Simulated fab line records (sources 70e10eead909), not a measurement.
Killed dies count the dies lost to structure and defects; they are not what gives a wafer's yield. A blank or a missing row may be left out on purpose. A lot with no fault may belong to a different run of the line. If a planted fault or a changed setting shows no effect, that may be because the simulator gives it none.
Which tool did it?	flow nand_harc	33 wafers from 12 lots sampled at 5 of the route's 1302 steps

WHAT THE GAUGES READ, wafer by wafer
NHARC_A_CONTACT_CD_MEAS_80. Usual: cd_nm at 289.4 nm, with a standard deviation of 0.85.
lot	measured	on	cd_nm (nm)	flag
L886	day 22 02:22	cd_sem-01	288.0 288.8 288.5	
L887	day 22 05:23	cd_sem-01	290.5 289.7 290.3	
L893	day 25 15:08	cd_sem-03	290.2 290.3	
L895	day 25 17:49	cd_sem-01	288.3 288.6	
L898	day 27 00:18	cd_sem-03	290.0 289.8	
L900	day 27 15:41	cd_sem-02	290.3 290.8 290.1	
L905	day 29 11:52	cd_sem-03	290.0 289.7 290.5	
L904	day 29 14:20	cd_sem-02	287.8 287.3 287.8	
L906	day 30 01:44	cd_sem-03	289.8 289.7 289.7	
L907	day 30 16:58	cd_sem-02	290.6 289.8 289.5	
L909	day 30 23:48	cd_sem-01	289.6 288.7 289.5	
L908	day 31 01:07	cd_sem-02	290.6 290.0 290.4	

NHARC_A_CONTACT_OVL_MEAS_09. Usual: overlay_x_nm 0.1 nm, standard deviation 0.85; overlay_y_nm -0.1 nm, standard deviation 0.69.
lot	measured	on	overlay_x_nm (nm)	overlay_y_nm (nm)	flag
L886	day 22 05:50	overlay-01	1.1 0.9 1.0	-1.0 -1.0 -0.6	
L887	day 22 08:46	overlay-01	1.1 1.1 1.4	-0.1 -0.2 -0.5	
L893	day 25 18:56	overlay-01	-0.5 -1.0	0.7 0.2	
L895	day 26 00:25	overlay-02	0.7 0.6	-0.5 0.0	
L898	day 27 04:13	overlay-01	1.1 1.0	-0.2 -0.1	
L900	day 27 19:28	overlay-02	-0.4 -0.1 0.3	-0.1 0.5 1.0	
L905	day 29 15:13	overlay-02	-0.9 -0.8 -1.0	0.0 1.0 0.7	
L904	day 29 18:45	overlay-01	-0.1 0.7 0.0	0.3 -0.4 0.3	
L906	day 30 05:25	overlay-01	-0.2 -0.1 0.1	-0.6 0.0 -0.2	
L907	day 30 21:50	overlay-02	1.0 0.8 0.8	-0.3 -0.2 -0.5	
L909	day 31 03:49	overlay-02	0.0 0.0 0.0	-0.5 -0.6 -0.3	
L908	day 31 09:29	overlay-02	-0.5 0.0 0.4	-1.7 -0.6 -0.7	

NHARC_END_SORT_01. Usual: killed_at_array 53, standard deviation 20; killed_at_other 1, standard deviation 1.2; killed_at_periphery 3.7, standard deviation 2.6; killed_dies 58, standard deviation 20; killed_open 3.5, standard deviation 1.8; killed_short 2.4, standard deviation 1.7.
lot	measured	on	killed_at_array	killed_at_other	killed_at_periphery	killed_dies	killed_open	killed_short	flag
L893	day 27 22:25	prober-01	664 60	1 1	12 3	677 64	8 4	5 6	OFF
L895	day 28 06:10	prober-01	675 37	1 2	1 2	677 41	6 0	0 4	OFF
L898	day 29 05:00	prober-01	669 665	2 4	6 7	677 676	6 1	4 5	OFF

WHAT TOOL EACH LOT RAN ON (gives the tool, then ch and the chambers of the sampled wafers, and finally the start)
lot	NHARC_A_CONTACT_ETCH_97	NHARC_A_CONTACT_ETCH_31
L886	rie_diel-13 ch 1,3, day 22 02:22 or earlier	rie_diel-13 ch 1,2,3, day 22 06:37
L887	rie_diel-13 ch 0,1,2, day 22 05:23 or earlier	rie_diel-13 ch 0,3, day 22 09:32
L893	rie_diel-11 ch 2,3, day 25 15:08 or earlier	rie_diel-13 ch 1,2, day 25 19:38
L895	rie_diel-13 ch 0,3, day 25 17:49 or earlier	rie_diel-13 ch 1,3, day 26 01:06
L898	rie_diel-11 ch 0,1, day 27 00:18 or earlier	rie_diel-13 ch 1, day 27 04:54
L900	rie_diel-11 ch 0,3, day 27 15:37	rie_diel-11 ch 0,2, day 27 20:20
L905	rie_diel-13 ch 1,2, day 29 11:52 or earlier	rie_diel-11 ch 1,2,3, day 29 16:04
L904	rie_diel-13 ch 0,2, day 29 14:20 or earlier	rie_diel-13 ch 0,1,2, day 29 19:29
L906	rie_diel-10 ch 0,1, day 30 01:44 or earlier	rie_diel-10 ch 2,3, day 30 08:32
L907	rie_diel-13 ch 0,2,3, day 30 16:58 or earlier	rie_diel-10 ch 0,2,3, day 30 22:32
L909	rie_diel-11 ch 2,3, day 30 23:48 or earlier	rie_diel-13 ch 0,2, day 31 04:30
L908	rie_diel-11 ch 0,1,3, day 31 01:07 or earlier	rie_diel-13 ch 0,3, day 31 10:39
- NHARC_A_CONTACT_ETCH_97: etches the open film in C4F6/O2, target depth 20 nm, time 10 s.
- NHARC_A_CONTACT_ETCH_31: etches the open film in O2/COS, target depth 2800 nm, time 728 s.

WHAT THE TOOLS THEMSELVES READ (means of the sampled wafers that have a number; where no wafer has one, the mark that the record gives instead)
NHARC_A_CONTACT_ETCH_97. Usual: c4f6_flow_sccm 24.99 sccm, standard deviation 0.082; drypump_motor_current_A 5.8 A, standard deviation 0.53; mfc_ar_sccm 499.9 sccm, standard deviation 1.5; oes_product_au 0.957 a.u., standard deviation 0.023; rf_vpp_V 546 V, standard deviation 3.8; run_length_s 30.90 s, standard deviation 0.3; showerhead_plenum_p_Torr 3.87 Torr, standard deviation 0.18; throttle_valve_pct 26.903 %, standard deviation 0.008.
lot	tool	c4f6_flow_sccm (sccm)	drypump_motor_current_A (A)	mfc_ar_sccm (sccm)	oes_product_au (a.u.)	rf_vpp_V (V)	run_length_s (s)	showerhead_plenum_p_Torr (Torr)	throttle_valve_pct (%)	flag
L886	rie_diel-13	25.06	5.2	498.8	0.953	543	30.82	3.72	26.902	
L887	rie_diel-13	24.96	5.8	499.7	0.934	546	30.89	3.85	26.911	
L893	rie_diel-11	24.93	5.9	498.9	0.927	546	31.14	3.87	26.902	
L895	rie_diel-13	24.95	5.8	498.6	0.956	548	30.87	3.93	26.905	
L898	rie_diel-11	25.04	5.8	500.2	1.012	550	30.82	4.04	26.909	
L900	rie_diel-11	25.00	6.0	499.2	0.957	548	30.93	4.02	26.899	
L905	rie_diel-13	24.95	5.7	500.1	0.956	542	30.95	3.70	26.908	
L904	rie_diel-13	25.08	6.1	501.2	0.979	546	30.66	3.85	26.904	
L906	rie_diel-10	25.01	6.3	500.9	0.970	544	30.71	3.81	26.904	
L907	rie_diel-13	25.03	5.9	499.6	0.948	545	30.83	3.85	26.915	
L909	rie_diel-11	25.11	5.8	498.9	0.955	545	30.70	3.79	26.907	
L908	rie_diel-11	25.03	6.0	498.8	0.979	548	30.94	4.00	26.909	

NHARC_A_CONTACT_ETCH_31. Usual: cos_flow_sccm 20.00 sccm, standard deviation 0.061; drypump_motor_current_A 5.8 A, standard deviation 0.52; mfc_ar_sccm 0.011 sccm, standard deviation 0.014; oes_product_au 1.004 a.u., standard deviation 0.011; rf_vpp_V 313.5 V, standard deviation 2.3; run_length_s 749.1 s, standard deviation 0.35; showerhead_plenum_p_Torr 3.08 Torr, standard deviation 0.15; throttle_valve_pct 28.330 %, standard deviation 0.0098.
lot	tool	cos_flow_sccm (sccm)	drypump_motor_current_A (A)	mfc_ar_sccm (sccm)	oes_product_au (a.u.)	rf_vpp_V (V)	run_length_s (s)	showerhead_plenum_p_Torr (Torr)	throttle_valve_pct (%)	flag
L886	rie_diel-13	20.05	5.4	0.006	1.002	311.6	749.1	2.95	28.333	
L887	rie_diel-13	20.05	6.1	0.025	0.997	314.9	749.0	3.19	28.335	
L893	rie_diel-13	19.98	5.6	0.009	1.002	311.9	646.8	2.94	28.319	OFF
L895	rie_diel-13	19.99	5.2	0.000	0.994	309.6	647.0	2.94	28.326	OFF
L898	rie_diel-13	20.03	5.2	0.000	1.000	311.1	545.0	2.92	28.327	OFF
L900	rie_diel-11	19.95	5.4	0.000	1.022	314.7	749.3	3.17	28.332	
L905	rie_diel-11	20.07	6.1	0.009	1.018	313.4	748.8	3.08	28.331	
L904	rie_diel-13	19.98	5.8	0.019	0.990	313.3	748.9	3.05	28.334	
L906	rie_diel-10	20.02	5.7	0.000	1.016	316.1	749.1	3.26	28.333	
L907	rie_diel-10	20.03	6.0	0.006	1.005	314.9	749.5	3.16	28.335	
L909	rie_diel-13	20.00	6.1	0.025	0.995	313.0	749.1	3.06	28.326	
L908	rie_diel-13	20.02	6.1	0.025	1.005	315.9	749.2	3.18	28.323	

THE ANSWER, worked out from the rows above alone
Rule: take the mean of a lot's wafers that have a number; if it is more than 3 standard deviations from the usual mean, the lot is off. Also off: a lot with no number at a reading for which 4 or more lots have one. Any other lot the step has rows for is counted as sound. After the gauges, taken in route order, come the tools' own readings; for these a lot's mean is taken, as printed above. The first step at which some lot is off is used, and at that step the reading that is off furthest; a lot without a number counts as furthest.
Off: L893, L895, L898, at NHARC_END_SORT_01 (killed_dies). Neither off nor sound, because the step has no rows for them: L886, L887, L900, L905, L904, L906, L907, L909, L908.
A tool fits if, at a process step before that reading, it ran every lot that is off, and no sound lot after the first of them. The gauges at NHARC_END_SORT_01 aren't tried: what is off there is off at NHARC_A_CONTACT_ETCH_31 too, on other tools, and a gauge's error can't cause that. NHARC_A_CONTACT_ETCH_97: start missing for some lots; hours and lot order therefore follow NHARC_A_CONTACT_CD_MEAS_80. One fits: NHARC_A_CONTACT_ETCH_31 on rie_diel-13. It ran no sound lot before its first lot that is off in this sample, so the start can't be narrowed down.

WHAT WAS PUT IN BY THE SIMULATOR
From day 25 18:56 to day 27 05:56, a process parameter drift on rie_diel-13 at NHARC_A_CONTACT_ETCH_31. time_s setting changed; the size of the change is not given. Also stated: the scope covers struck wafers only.
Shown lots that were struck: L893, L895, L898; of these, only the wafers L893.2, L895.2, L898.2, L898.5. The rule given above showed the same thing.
